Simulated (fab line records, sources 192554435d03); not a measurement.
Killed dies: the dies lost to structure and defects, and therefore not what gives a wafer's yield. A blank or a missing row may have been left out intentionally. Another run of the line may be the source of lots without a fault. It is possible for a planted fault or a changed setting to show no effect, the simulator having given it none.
fab line records    flow n5-finfet
[record] lots = 10  wafers = 30  last-day = 20
route steps=1938 shown BEOL_M14@1756 PAD_METAL@1895 PASSIVATION@1911
lots that met no fault: from a run of the same line without faults
start-h: start of the lot's first displayed wafer, in hours after the record's first day    wait-h: time in hours since the lot's previous step    " unchanged from the row above    L1.1+2: several wafers, shown together as one row    - either no value or no given start    * or withheld: withheld    < > ~ a bound
route shown NAME@n: NAME is a module with steps in the file, n the number in the route of the first one    usual: average and standard deviation across the fault-free wafers    same: alike in all rows    chamber/n: place in a boat    sites: each site's reading    _std_site: the values' standard deviation    _edge_site: outer sites' mean less inner sites'    radius-mm: for every site, how far away it sits from the centre of the wafer    mask NAME#n: copy n    behind: the tool/chamber that last shaped the wafer    hold: what put the lot on hold/how long, in hours/how the hold closed    device: names the non-switching transistor (n, p or np)    end of line: the route-end tests of the same wafers    a step given without rows: its recipe and nothing more    killed: dies lost to structure and defects at the first sort, not the wafer's yield    map: the dies of a wafer, with x for killed, . for not killed, _ for no die there
set.NAME: the setting the step ran with; set.NAME@STEP: the setting that earlier step ran with    model.NAME: the simulator's own value behind a step, which no gauge read
the route's steps for a sample of lots (tables are steps, rows are wafers)
services: when a tool's chamber went out of use (start-h, in hours from the record's first day, below 0 if earlier), for how many hours, and the reason
[[steps]]
[step N5_BEOL_M14_STRIP_37]
[recipe] chemistry = O2  power-w = 600  temp-c = 60  pressure-mtorr = 30  rf-frequency-hz = 6e+07  bias-power-w = 0  overash-fraction = 0.3  o2-flow-sccm = 225
[usual] drypump-motor-current-A = 5.9/0.5  oes-product-au = 0.79/0.081  rf-vpp-V = 3.7/0.98  showerhead-plenum-p-Torr = 2.09/0.051  throttle-valve-pct = 16.71/0.24
lot.wafer  tool         chamber  start-h  wait-h  drypump-motor-current-A  oes-product-au  rf-hours-counter-h  rf-vpp-V  showerhead-plenum-p-Torr  throttle-valve-pct
L818.1     rie-diel-04  3        270.47   0.2     5.5                      0.85            51                  2.7       2.12                      16.54
L818.3     "            1        "        "       6.3                      0.92            19                  1.9       2.04                      16.42
L818.5     "            0        "        "       6.2                      0.89            -                   3.8       2.14                      16.43
L819.2     rie-diel-01  2        283.95   0.1     4.9                      0.94            22                  3.4       2.15                      16.31
L819.3     "            3        "        "       5.2                      0.73            168                 3.3       2.09                      17.01
L819.6     "            0        "        "       6.5                      0.82            -                   4.0       2.03                      16.65
L824.1     rie-diel-05  2        303.56   1.0     6.0                      0.69            236                 3.3       2.16                      17.10
L824.3     "            0        "        "       5.7                      0.78            114                 3.9       2.20                      16.79
L824.5     "            1        "        "       6.6                      0.73            -                   2.9       2.09                      16.62
L825.2     rie-diel-04  1        303.60   0.1     6.2                      0.88            32                  2.9       2.04                      16.43
L825.5     "            3        "        "       5.5                      0.86            -                   3.1       2.12                      16.55
L825.6     "            2        "        "       5.5                      0.69            -                   3.9       2.07                      17.01
L830.2     rie-diel-05  1        366.47   0.6     6.6                      0.72            201                 1.6       2.08                      16.67
L830.3     "            3        "        "       5.9                      0.75            -                   3.8       2.01                      16.96
L830.4     "            1        "        "       6.6                      0.72            -                   6.0       2.08                      16.65
L828.2     rie-diel-04  1        369.96   0.1     6.2                      0.85            51                  4.3       2.03                      16.41
L828.4     "            2        "        "       5.6                      0.67            240                 6.1       2.06                      17.03
L828.5     "            1        "        "       6.2                      0.86            -                   2.9       2.03                      16.46
L834.2     rie-diel-05  3        392.60   1.1     5.9                      0.75            165                 3.8       2.00                      16.95
L834.3     "            2        "        "       6.0                      0.97            6                   3.1       2.15                      16.70
L834.6     "            1        "        "       6.6                      0.71            -                   3.0       2.08                      16.65
L836.1     rie-diel-01  3        412.46   0.1     5.2                      0.69            212                 3.5       2.07                      17.12
L836.2     "            0        "        "       6.5                      0.77            136                 3.5       2.02                      16.76
L836.6     "            3        "        "       5.2                      0.69            -                   3.1       2.07                      17.12
L839.4     rie-diel-01  1        429.52   1.6     5.6                      0.99            1                   5.2       2.07                      16.57
L839.5     "            2        "        "       5.0                      0.84            -                   1.9       2.13                      16.41
L839.6     "            3        "        "       5.2                      0.69            -                   2.3       2.07                      17.14
L840.2     rie-diel-05  0        449.19   3.5     5.7                      0.74            158                 5.1       2.18                      16.88
L840.3     "            3        "        "       6.0                      0.74            184                 2.8       2.00                      17.03
L840.6     "            1        "        "       6.6                      0.71            -                   3.2       2.07                      16.71
[step N5_PASSIVATION_SPUTTER_20]
[recipe] material = TaN  target-thk-a = 500  temp-c = 25  chamber-pressure-pa = 0.4
[usual] chamber-pressure-pa = 0.4001/0.00085  throttle-valve-pct = 29.8/1.1
lot.wafer  tool            chamber  start-h  wait-h  chamber-pressure-pa  throttle-valve-pct
L818.1     pvd-sputter-02  -        283.46   0.0     0.4007               28.5
L818.3     "               -        "        "       0.4004               30.2
L818.5     "               -        "        "       0.4005               30.2
L819.2     pvd-sputter-01  -        303.59   0.0     0.3989               29.8
L819.3     "               -        "        "       0.4001               30.4
L819.6     "               -        "        "       0.3998               30.3
L824.1     pvd-sputter-01  -        319.83   0.0     0.4013               28.7
L824.3     "               -        "        "       0.4006               28.3
L824.5     "               -        "        "       0.4003               28.8
L825.2     pvd-sputter-01  -        323.56   0.0     0.4014               30.0
L825.5     "               -        "        "       0.4002               28.3
L825.6     "               -        "        "       0.4011               29.9
L830.2     pvd-sputter-03  -        384.18   0.0     0.3994               28.8
L830.3     "               -        "        "       0.4010               32.0
L830.4     "               -        "        "       0.3995               31.1
L828.2     pvd-sputter-01  -        387.73   0.0     0.4004               30.0
L828.4     "               -        "        "       0.4010               30.3
L828.5     "               -        "        "       0.3992               28.5
L834.2     pvd-sputter-01  -        413.17   0.0     0.4002               29.9
L834.3     "               -        "        "       0.4010               28.1
L834.6     "               -        "        "       0.3997               29.9
L836.1     pvd-sputter-03  -        428.62   0.0     0.4010               29.4
L836.2     "               -        "        "       0.3989               32.3
L836.6     "               -        "        "       0.4001               29.3
L839.4     pvd-sputter-03  -        448.93   0.0     0.3981               28.8
L839.5     "               -        "        "       0.3998               29.2
L839.6     "               -        "        "       0.3997               29.2
L840.2     pvd-sputter-03  -        466.40   0.0     0.4012               29.0
L840.3     "               -        "        "       0.4002               32.1
L840.6     "               -        "        "       0.3982               29.6
[step N5_PASSIVATION_STRIP_34]
[recipe] chemistry = O2  power-w = 600  temp-c = 60  pressure-mtorr = 30  rf-frequency-hz = 6e+07  bias-power-w = 0  overash-fraction = 2  o2-flow-sccm = 225
[usual] drypump-motor-current-A = 5.8/0.48  oes-product-au = 0.80/0.08  rf-vpp-V = 3.8/1.6  showerhead-plenum-p-Torr = 2.08/0.046  throttle-valve-pct = 16.68/0.24
lot.wafer  tool         chamber  start-h  wait-h  drypump-motor-current-A  oes-product-au  rf-hours-counter-h  rf-vpp-V  showerhead-plenum-p-Torr  throttle-valve-pct
L818.1     rie-diel-05  2        285.13   0.3     6.1                      0.70            231                 4.7       2.16                      17.06
L818.3     "            0        "        "       5.7                      0.77            109                 8.0       2.20                      16.80
L818.5     "            0        "        "       5.7                      0.81            -                   0.8       2.20                      16.83
L819.2     rie-diel-04  1        305.02   0.1     6.2                      0.90            32                  2.5       2.04                      16.44
L819.3     "            2        "        "       5.5                      0.69            225                 1.9       2.07                      17.03
L819.6     "            2        "        "       5.5                      0.67            -                   7.2       2.07                      16.98
L824.1     rie-diel-04  3        321.38   0.1     5.5                      0.84            69                  1.6       2.12                      16.51
L824.3     "            1        "        "       6.2                      0.87            37                  3.8       2.04                      16.44
L824.5     "            2        "        "       5.6                      0.66            -                   2.6       2.07                      17.04
L825.2     rie-diel-05  2        324.95   0.1     6.0                      0.68            241                 2.1       2.16                      17.05
L825.5     "            3        "        "       5.9                      0.75            -                   2.7       2.01                      16.93
L825.6     "            2        "        "       6.0                      0.68            -                   2.3       2.15                      17.08
L830.2     rie-diel-04  3        385.61   0.1     5.5                      0.83            87                  3.4       2.11                      16.53
L830.3     "            0        "        "       6.2                      0.83            58                  3.2       2.13                      16.54
L830.4     "            1        "        "       6.2                      0.85            55                  3.2       2.03                      16.55
L828.2     rie-diel-04  3        389.12   0.1     5.5                      0.79            89                  4.1       2.11                      16.59
L828.4     "            2        "        "       5.6                      0.67            246                 3.3       2.06                      17.04
L828.5     "            2        "        "       5.6                      0.67            -                   2.5       2.06                      17.08
L834.2     rie-diel-04  3        414.78   0.3     5.5                      0.80            98                  2.8       2.11                      16.59
L834.3     "            0        "        "       6.2                      0.82            69                  3.7       2.12                      16.50
L834.6     "            3        "        "       5.5                      0.80            -                   3.3       2.11                      16.57
L836.1     rie-diel-04  2        429.88   0.1     5.5                      1.01            0                   1.9       2.06                      16.62
L836.2     "            0        "        "       6.2                      0.78            78                  1.1       2.12                      16.50
L836.6     "            3        "        "       5.5                      0.78            -                   1.9       2.10                      16.62
L839.4     rie-diel-04  3        450.32   0.1     5.5                      0.81            114                 1.5       2.10                      16.57
L839.5     "            1        "        "       6.2                      0.82            -                   3.2       2.02                      16.53
L839.6     "            2        "        "       5.6                      0.96            -                   4.4       2.06                      16.66
L840.2     rie-diel-04  0        467.66   0.1     6.2                      0.80            93                  3.2       2.12                      16.55
L840.3     "            3        "        "       5.5                      0.77            120                 5.5       2.10                      16.62
L840.6     "            1        "        "       6.2                      0.83            -                   6.2       2.02                      16.49
[step N5_PASSIVATION_PECVD_35]
[recipe] material = SiNx  target-thk-a = 7000  temp-c = 400  precursor = SiH4/NH3/N2  pressure-torr = 4.9  rf-w = 1406  time-s = 151.3
[usual] heater-power-outer-w = 169/67  heater-power-w = 372/86  showerhead-plenum-p-Torr = 8.70/0.074  throttle-valve-pct = 29.4/2
lot.wafer  tool      chamber  start-h  wait-h  heater-power-outer-w  heater-power-w  showerhead-plenum-p-Torr  throttle-valve-pct
L818.1     pecvd-03  1        285.74   0.1     199                   415             8.56                      29.3
L818.3     "         2        "        "       58                    247             8.62                      28.5
L818.5     "         0        "        "       88                    252             8.53                      28.9
L819.2     pecvd-01  0        305.64   0.1     235                   431             8.71                      28.1
L819.3     "         1        "        "       292                   537             8.80                      32.4
L819.6     "         0        "        "       127                   307             8.71                      27.9
L824.1     pecvd-01  2        321.99   0.1     134                   317             8.73                      27.2
L824.3     "         1        "        "       286                   526             8.79                      32.2
L824.5     "         2        "        "       159                   367             8.74                      27.3
L825.2     pecvd-01  2        325.56   0.1     171                   360             8.76                      27.2
L825.5     "         2        "        "       187                   399             8.75                      27.3
L825.6     "         0        "        "       219                   423             8.72                      27.8
L830.2     pecvd-01  1        386.22   0.1     289                   545             8.80                      32.2
L830.3     "         2        "        "       169                   362             8.74                      27.5
L830.4     "         2        "        "       190                   392             8.77                      27.3
L828.2     pecvd-04  1        389.73   0.1     114                   336             8.66                      27.8
L828.4     "         1        "        "       137                   379             8.67                      28.1
L828.5     "         0        "        "       156                   358             8.73                      32.5
L834.2     pecvd-01  0        415.39   0.1     193                   404             8.73                      28.1
L834.3     "         1        "        "       189                   396             8.80                      32.2
L834.6     "         0        "        "       220                   427             8.73                      28.4
L836.1     pecvd-04  1        430.57   0.1     102                   322             8.66                      27.9
L836.2     "         2        "        "       89                    251             8.63                      28.6
L836.6     "         1        "        "       129                   363             8.69                      28.0
L839.4     pecvd-04  2        451.03   0.1     55                    208             8.64                      28.6
L839.5     "         1        "        "       56                    257             8.69                      28.0
L839.6     "         0        "        "       180                   388             8.72                      32.4
L840.2     pecvd-01  2        468.27   0.1     191                   389             8.74                      27.4
L840.3     "         1        "        "       276                   523             8.77                      32.3
L840.6     "         1        "        "       296                   534             8.76                      32.2
[step N5_PASSIVATION_PROBE_49]
[usual] defect-limited-yield = 91.6/1.6  killed_at_M0_to_M3 = 32/9.7  killed_at_M4_up = 13/4.4  killed-at-contacts = 12/6.5  killed-at-front-end = 38/12  killed-at-other = 3.7/3  killed-dies = 99/18  killed-on-rim = 13/3.9  killed-open = 66/14  killed-short = 32/7.5  sort_bin_5_function = 4.9/1  sort_bin_6_memory = 3.2/0.73  sort-n-pass = 1081/18  sort-yield-pct = 91.6/1.6
[same] gross-dies = 1180  killed-at-back-side = 0  sort_bin_4_leakage[%] = 0  sort_bin_8_speed[%] = 0
lot.wafer  tool       chamber  start-h  wait-h  defect-limited-yield[%]  killed_at_M0_to_M3  killed_at_M4_up  killed-at-contacts  killed-at-front-end  killed-at-other  killed-dies  killed-on-rim  killed-open  killed-short  sort_bin_5_function[%]  sort_bin_6_memory[%]  sort-n-pass  sort-yield-pct[%]
L818.1     prober-01  -        289.43   0.0     92.0                     16                  12               22                  41                   3                94           14             67           27            4.8                     3.1                   1086         92.0
L818.3     prober-01  -        289.53   0.1     90.3                     34                  17               32                  31                   1                115          14             77           38            6.0                     3.2                   1065         90.3
L818.5     prober-01  -        289.63   0.2     90.6                     28                  17               15                  50                   1                111          18             64           43            5.3                     3.5                   1069         90.6
L819.2     prober-02  -        309.37   0.1     94.3                     16                  10               13                  26                   2                67           9              39           26            2.3                     3.1                   1113         94.3
L819.3     prober-02  -        309.42   0.1     92.0                     12                  21               13                  42                   6                94           15             59           34            5.0                     2.7                   1086         92.0
L819.6     prober-02  -        309.57   0.3     90.3                     28                  10               7                   65                   5                115          11             75           40            5.1                     4.4                   1065         90.3
L824.1     prober-01  -        325.92   0.0     91.5                     29                  11               11                  45                   4                100          10             51           49            4.9                     3.5                   1080         91.5
L824.3     prober-01  -        326.02   0.1     93.3                     19                  15               23                  20                   2                79           12             56           23            3.7                     2.7                   1101         93.3
L824.5     prober-01  -        326.12   0.2     91.6                     37                  12               18                  28                   4                99           11             64           34            4.6                     3.6                   1081         91.6
L825.2     prober-02  -        329.30   0.1     89.2                     51                  7                13                  57                   0                128          15             78           49            6.4                     4.2                   1052         89.2
L825.5     prober-02  -        329.45   0.2     91.2                     36                  5                14                  46                   3                104          19             64           40            5.7                     2.9                   1076         91.2
L825.6     prober-02  -        329.50   0.3     88.1                     41                  12               24                  60                   4                141          11             90           51            8.0                     3.8                   1039         88.1
L830.2     prober-01  -        389.96   0.1     91.3                     33                  19               10                  39                   2                103          15             76           27            4.1                     4.5                   1077         91.3
L830.3     prober-01  -        390.01   0.1     94.3                     22                  6                7                   30                   2                67           10             48           19            3.4                     2.0                   1113         94.3
L830.4     prober-01  -        390.06   0.2     92.2                     43                  4                16                  23                   6                92           14             71           21            4.2                     3.2                   1088         92.2
L828.2     prober-02  -        393.36   0.1     87.7                     37                  81               2                   25                   0                145          27             39           33            7.5                     3.8                   1035         87.7
L828.4     prober-02  -        393.46   0.2     93.1                     40                  9                5                   25                   2                81           10             49           32            3.2                     3.3                   1099         93.1
L828.5     prober-02  -        393.51   0.2     86.9                     42                  75               5                   29                   3                154          29             63           25            7.1                     4.2                   1026         86.9
L834.2     prober-01  -        419.34   0.1     90.0                     42                  10               10                  45                   11               118          15             74           43            5.7                     4.1                   1062         90.0
L834.3     prober-01  -        419.39   0.1     92.3                     30                  11               3                   45                   2                91           15             51           36            4.7                     2.5                   1089         92.3
L834.6     prober-01  -        419.54   0.3     91.6                     40                  12               8                   37                   2                99           18             70           29            5.5                     2.7                   1081         91.6
L836.1     prober-01  -        434.31   0.0     89.1                     25                  23               21                  59                   1                129          17             100          28            6.4                     4.2                   1051         89.1
L836.2     prober-01  -        434.36   0.1     91.1                     24                  13               17                  47                   4                105          9              79           25            4.7                     4.1                   1075         91.1
L836.6     prober-01  -        434.56   0.3     91.7                     26                  17               9                   42                   4                98           16             68           29            4.2                     3.8                   1082         91.7
L839.4     prober-02  -        455.37   0.2     89.6                     33                  18               9                   58                   5                123          15             89           32            6.6                     3.4                   1057         89.6
L839.5     prober-02  -        455.42   0.2     89.8                     30                  13               5                   68                   4                120          22             80           39            6.4                     3.6                   1060         89.8
L839.6     prober-02  -        455.47   0.3     90.6                     39                  4                20                  45                   3                111          13             73           38            4.9                     4.0                   1069         90.6
L840.2     prober-01  -        472.01   0.1     88.5                     33                  22               6                   63                   12               136          18             96           39            6.9                     4.2                   1044         88.5
L840.3     prober-01  -        472.06   0.1     91.1                     36                  15               10                  36                   8                105          10             68           36            4.5                     3.8                   1075         91.1
L840.6     prober-01  -        472.21   0.3     90.0                     46                  17               6                   41                   8                118          16             88           30            6.0                     3.8                   1062         90.0
// killed by level:class
L818.1 MOL_CONTACT_COAG:geometric-particle:open=19 STI_FIN_REVEAL:geometric-particle:open=10 ILD0:geometric-particle:short=8 BEOL_M1:geometric-particle:open=6 STARTING-WAFER:geometric-particle:open=6 FIN_SAQP:geometric-particle:open=4 FIN_SAQP:geometric-particle:short=3 MOL_CONTACT_COAG:geometric-particle:short=3
L818.3 MOL_CONTACT_COAG:geometric-particle:open=25 BEOL_M0_SAQP:geometric-particle:open=10 STI_FIN_REVEAL:geometric-particle:open=8 BEOL_M1:geometric-particle:open=8 BEOL_M4:geometric-particle:short=8 MOL_CONTACT_COAG:geometric-particle:short=7 FIN_CUT:geometric-particle:short=5 BEOL_M0_SAQP:geometric-particle:short=5
L818.5 STI_FIN_REVEAL:geometric-particle:open=9 MOL_CONTACT_COAG:geometric-particle:open=9 BEOL_M1:geometric-particle:open=9 FIN_SAQP:geometric-particle:open=8 DUMMY_GATE:geometric-particle:open=8 FIN_SAQP:geometric-particle:short=7 BEOL_M1:geometric-particle:short=7 MOL_CONTACT_COAG:geometric-particle:short=6
L819.2 MOL_CONTACT_COAG:geometric-particle:open=10 BEOL_M4:geometric-particle:open=8 GATE_CUT:geometric-particle:short=6 BEOL_M0_SAQP:geometric-particle:open=6 BEOL_M0_SAQP:geometric-particle:short=4 STARTING-WAFER:geometric-particle:short=4 ILD0:geometric-particle:open=3 GATE_CUT:geometric-particle:open=3
L819.3 BEOL_M4:geometric-particle:open=12 FIN_SAQP:geometric-particle:open=11 FIN_SAQP:geometric-particle:short=9 MOL_CONTACT_COAG:geometric-particle:open=8 GATE_CUT:geometric-particle:short=7 STI_FIN_REVEAL:geometric-particle:open=6 MOL_CONTACT_COAG:geometric-particle:short=4 BEOL_M0_SAQP:geometric-particle:short=3
L819.6 FIN_SAQP:geometric-particle:open=18 FIN_SAQP:geometric-particle:short=12 STI_FIN_REVEAL:geometric-particle:open=12 BEOL_M3:geometric-particle:open=7 BEOL_M0_SAQP:geometric-particle:short=7 BEOL_M4:geometric-particle:open=7 DUMMY_GATE:geometric-particle:open=6 BEOL_M0_SAQP:geometric-particle:open=5
L824.1 FIN_SAQP:geometric-particle:short=14 FIN_SAQP:geometric-particle:open=9 STI_FIN_REVEAL:geometric-particle:open=7 BEOL_M0_SAQP:geometric-particle:short=7 MOL_CONTACT_COAG:geometric-particle:open=6 BEOL_M1:geometric-particle:open=6 BEOL_M3:geometric-particle:open=6 GATE_CUT:geometric-particle:open=5
L824.3 MOL_CONTACT_COAG:geometric-particle:open=15 MOL_CONTACT_COAG:geometric-particle:short=8 BEOL_M2:geometric-particle:open=7 FIN_SAQP:geometric-particle:open=5 BEOL_M4:geometric-particle:open=5 BEOL_M0_SAQP:geometric-particle:short=4 BEOL_M0_SAQP:geometric-particle:open=4 STI_FIN_REVEAL:geometric-particle:open=3
L824.5 MOL_CONTACT_COAG:geometric-particle:open=12 BEOL_M0_SAQP:geometric-particle:short=9 BEOL_M1:geometric-particle:open=7 BEOL_M2:geometric-particle:open=7 MOL_CONTACT_COAG:geometric-particle:short=6 STARTING-WAFER:geometric-particle:open=5 FIN_SAQP:geometric-particle:open=4 FIN_SAQP:geometric-particle:short=4
L825.2 FIN_SAQP:geometric-particle:open=14 FIN_SAQP:geometric-particle:short=14 BEOL_M0_SAQP:geometric-particle:short=12 MOL_CONTACT_COAG:geometric-particle:open=11 BEOL_M3:geometric-particle:open=10 BEOL_M0_SAQP:geometric-particle:open=9 BEOL_M2:geometric-particle:open=7 BEOL_M1:geometric-particle:open=6
L825.5 FIN_SAQP:geometric-particle:open=12 MOL_CONTACT_COAG:geometric-particle:open=10 BEOL_M1:geometric-particle:open=10 FIN_SAQP:geometric-particle:short=9 STI_FIN_REVEAL:geometric-particle:open=7 BEOL_M0_SAQP:geometric-particle:open=6 DUMMY_GATE:geometric-particle:short=5 BEOL_M1:geometric-particle:short=5
L825.6 FIN_SAQP:geometric-particle:open=23 MOL_CONTACT_COAG:geometric-particle:open=20 BEOL_M0_SAQP:geometric-particle:short=20 FIN_SAQP:geometric-particle:short=10 BEOL_M0_SAQP:geometric-particle:open=9 GATE_CUT:geometric-particle:short=6 BEOL_M3:geometric-particle:open=6 STI_FIN_REVEAL:geometric-particle:open=5
L830.2 BEOL_M2:geometric-particle:open=11 FIN_SAQP:geometric-particle:open=10 MOL_CONTACT_COAG:geometric-particle:open=10 BEOL_M4:geometric-particle:open=10 STI_FIN_REVEAL:geometric-particle:open=6 GATE_CUT:geometric-particle:short=6 BEOL_M0_SAQP:geometric-particle:short=5 BEOL_M1:geometric-particle:open=5
L830.3 FIN_SAQP:geometric-particle:short=8 BEOL_M1:geometric-particle:open=7 FIN_SAQP:geometric-particle:open=5 MOL_CONTACT_COAG:geometric-particle:open=5 BEOL_M0_SAQP:geometric-particle:open=5 DUMMY_GATE:geometric-particle:open=4 STI_FIN_REVEAL:geometric-particle:open=4 BEOL_M0_SAQP:geometric-particle:short=4
L830.4 BEOL_M1:geometric-particle:open=16 MOL_CONTACT_COAG:geometric-particle:open=14 BEOL_M2:geometric-particle:open=7 STI_FIN_REVEAL:geometric-particle:open=7 BEOL_M0_SAQP:geometric-particle:open=6 BEOL_M0_SAQP:geometric-particle:short=5 FIN_SAQP:geometric-particle:open=4 PASS1_CAP:geometric-particle:short=4
L828.2 BEOL_M14:unspecified=72 BEOL_M0_SAQP:geometric-particle:short=13 BEOL_M0_SAQP:geometric-particle:open=9 STARTING-WAFER:geometric-particle:short=6 BEOL_M4:geometric-particle:open=5 BEOL_M2:geometric-particle:open=5 FIN_SAQP:geometric-particle:short=4 BEOL_M1:geometric-particle:open=4
L828.4 BEOL_M0_SAQP:geometric-particle:short=12 BEOL_M0_SAQP:geometric-particle:open=10 FIN_SAQP:geometric-particle:open=7 BEOL_M1:geometric-particle:short=6 FIN_SAQP:geometric-particle:short=5 BEOL_M2:geometric-particle:open=4 BEOL_M3:geometric-particle:open=4 BEOL_M4:geometric-particle:open=4
L828.5 BEOL_M14:unspecified=66 FIN_SAQP:geometric-particle:short=10 BEOL_M1:geometric-particle:open=10 BEOL_M2:geometric-particle:open=10 BEOL_M0_SAQP:geometric-particle:open=8 BEOL_M3:geometric-particle:open=5 FIN_SAQP:geometric-particle:open=4 MOL_CONTACT_COAG:geometric-particle:open=4
L834.2 FIN_SAQP:geometric-particle:short=14 BEOL_M3:geometric-particle:open=12 FIN_SAQP:geometric-particle:open=9 MOL_CONTACT_COAG:geometric-particle:open=8 BEOL_M0_SAQP:geometric-particle:open=8 BEOL_M1:geometric-particle:open=7 PASS1_DEP:geometric-particle:short=6 GATE_CUT:geometric-particle:short=5
L834.3 FIN_SAQP:geometric-particle:open=9 FIN_SAQP:geometric-particle:short=7 BEOL_M0_SAQP:geometric-particle:short=7 STI_FIN_REVEAL:geometric-particle:open=6 GATE_CUT:geometric-particle:short=6 BEOL_M3:geometric-particle:open=5 STARTING-WAFER:geometric-particle:short=5 BEOL_M0:geometric-particle:open=4
L834.6 FIN_SAQP:geometric-particle:short=9 STI_FIN_REVEAL:geometric-particle:open=9 BEOL_M3:geometric-particle:open=9 FIN_SAQP:geometric-particle:open=8 MOL_CONTACT_COAG:geometric-particle:open=8 BEOL_M2:geometric-particle:open=8 BEOL_M0_SAQP:geometric-particle:open=7 BEOL_M4:geometric-particle:open=5
L836.1 FIN_SAQP:geometric-particle:open=20 BEOL_M4:geometric-particle:open=19 MOL_CONTACT_COAG:geometric-particle:open=18 STI_FIN_REVEAL:geometric-particle:open=14 FIN_SAQP:geometric-particle:short=9 BEOL_M0_SAQP:geometric-particle:open=9 BEOL_M3:geometric-particle:open=8 STI_FIN_REVEAL:geometric-particle:short=5
L836.2 MOL_CONTACT_COAG:geometric-particle:open=15 STI_FIN_REVEAL:geometric-particle:open=14 BEOL_M4:geometric-particle:open=10 BEOL_M1:geometric-particle:open=8 DUMMY_GATE:geometric-particle:open=7 BEOL_M2:geometric-particle:open=6 STARTING-WAFER:geometric-particle:open=5 FIN_SAQP:geometric-particle:open=4
L836.6 STI_FIN_REVEAL:geometric-particle:open=11 FIN_SAQP:geometric-particle:open=10 MOL_CONTACT_COAG:geometric-particle:open=8 BEOL_M1:geometric-particle:open=7 BEOL_M3:geometric-particle:open=6 DUMMY_GATE:geometric-particle:open=5 FIN_SAQP:geometric-particle:short=4 BEOL_M0_SAQP:geometric-particle:short=4
L839.4 FIN_SAQP:geometric-particle:open=14 STI_FIN_REVEAL:geometric-particle:open=12 BEOL_M0:geometric-particle:open=8 BEOL_M1:geometric-particle:open=8 FIN_SAQP:geometric-particle:short=7 MOL_CONTACT_COAG:geometric-particle:open=7 DUMMY_GATE:geometric-particle:open=6 BEOL_M3:geometric-particle:open=6
L839.5 FIN_SAQP:geometric-particle:open=21 STI_FIN_REVEAL:geometric-particle:open=15 FIN_SAQP:geometric-particle:short=14 BEOL_M0_SAQP:geometric-particle:short=7 BEOL_M0_SAQP:geometric-particle:open=6 DUMMY_GATE:geometric-particle:open=6 BEOL_M3:geometric-particle:open=6 BEOL_M5:geometric-particle:open=5
L839.6 MOL_CONTACT_COAG:geometric-particle:open=15 BEOL_M0_SAQP:geometric-particle:open=13 FIN_SAQP:geometric-particle:short=7 FIN_SAQP:geometric-particle:open=7 BEOL_M0_SAQP:geometric-particle:short=7 DUMMY_GATE:geometric-particle:open=6 BEOL_M2:geometric-particle:open=6 STI_FIN_REVEAL:geometric-particle:open=5
L840.2 STI_FIN_REVEAL:geometric-particle:open=17 FIN_SAQP:geometric-particle:open=15 BEOL_M4:geometric-particle:open=13 FIN_SAQP:geometric-particle:short=12 BEOL_M3:geometric-particle:open=12 BEOL_M2:geometric-particle:open=9 BEOL_M1:geometric-particle:open=8 PASS1_DEP:geometric-particle:short=6
L840.3 STI_FIN_REVEAL:geometric-particle:open=12 BEOL_M3:geometric-particle:open=10 BEOL_M4:geometric-particle:open=10 MOL_CONTACT_COAG:geometric-particle:short=7 BEOL_M2:geometric-particle:open=7 FIN_SAQP:geometric-particle:open=6 FIN_SAQP:geometric-particle:short=6 BEOL_M0_SAQP:geometric-particle:short=5
L840.6 BEOL_M3:geometric-particle:open=15 STI_FIN_REVEAL:geometric-particle:open=14 BEOL_M1:geometric-particle:open=12 BEOL_M4:geometric-particle:open=11 FIN_SAQP:geometric-particle:short=9 DUMMY_GATE:geometric-particle:open=8 MOL_CONTACT_COAG:geometric-particle:open=5 FIN_SAQP:geometric-particle:open=4
[[services]]
tool            chamber  start-h  hours  kind
pvd-sputter-02  -        265.13   12.8   repair
rie-diel-04     2        287.32   7.5    repair
pecvd-01        2        291.81   5.0    repair
pecvd-01        -        303.96   1.5    repair
rie-diel-04     2        308.08   5.8    repair
rie-diel-05     2        313.06   5.9    repair
rie-diel-04     2        326.28   1.8    repair
rie-diel-05     2        352.26   -      clean
rie-diel-05     2        352.26   -      consumable-replace:focus-ring
pvd-sputter-03  -        361.72   2.7    repair
pecvd-03        -        370.63   2.8    pm
rie-diel-04     2        401.84   -      clean
rie-diel-04     2        401.84   -      consumable-replace:focus-ring
rie-diel-04     2        401.84   26.5   scheduled-down
rie-diel-04     2        401.84   26.5   vent-cycle
pecvd-03        -        413.17   28.1   pm
rie-diel-05     -        414.47   4.0    pm
rie-diel-05     -        418.47   2.8    pm
pecvd-04        -        424.65   5.5    pm
rie-diel-05     0        428.66   5.9    repair
rie-diel-04     -        430.76   2.8    pm
pvd-sputter-03  -        442.05   4.1    repair
rie-diel-01     1        457.56   3.2    repair
rie-diel-04     3        467.95   2.9    repair
[[key]]
[first-sign] step = N5_PASSIVATION_PROBE_49  reading = killed_at_M4_up  direction = up  sigmas = 15  usual = 13  struck = 78
[effect] step = N5_PASSIVATION_PROBE_49  reading = defect-limited-yield  direction = down  sigmas = 2.7  usual = 91.6  struck = 87.3
[more-kills-born-at] N5_BEOL_M14_STRIP_37@rie-diel-04 = 138
met-at N5_BEOL_M14_STRIP_37
struck-lots L828
struck-wafers L828.2,L828.5
not-acting-at N5_PASSIVATION_SPUTTER_20,N5_PASSIVATION_STRIP_34,N5_PASSIVATION_PECVD_35
onset-between 303.60 369.96
[fault] kind = chamber-particle-source  tool = rie-diel-04  chamber = 1  onset-h = 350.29  steps = N5_BEOL_M14_STRIP_37  rate-per-visit-cm2 = 0.49078
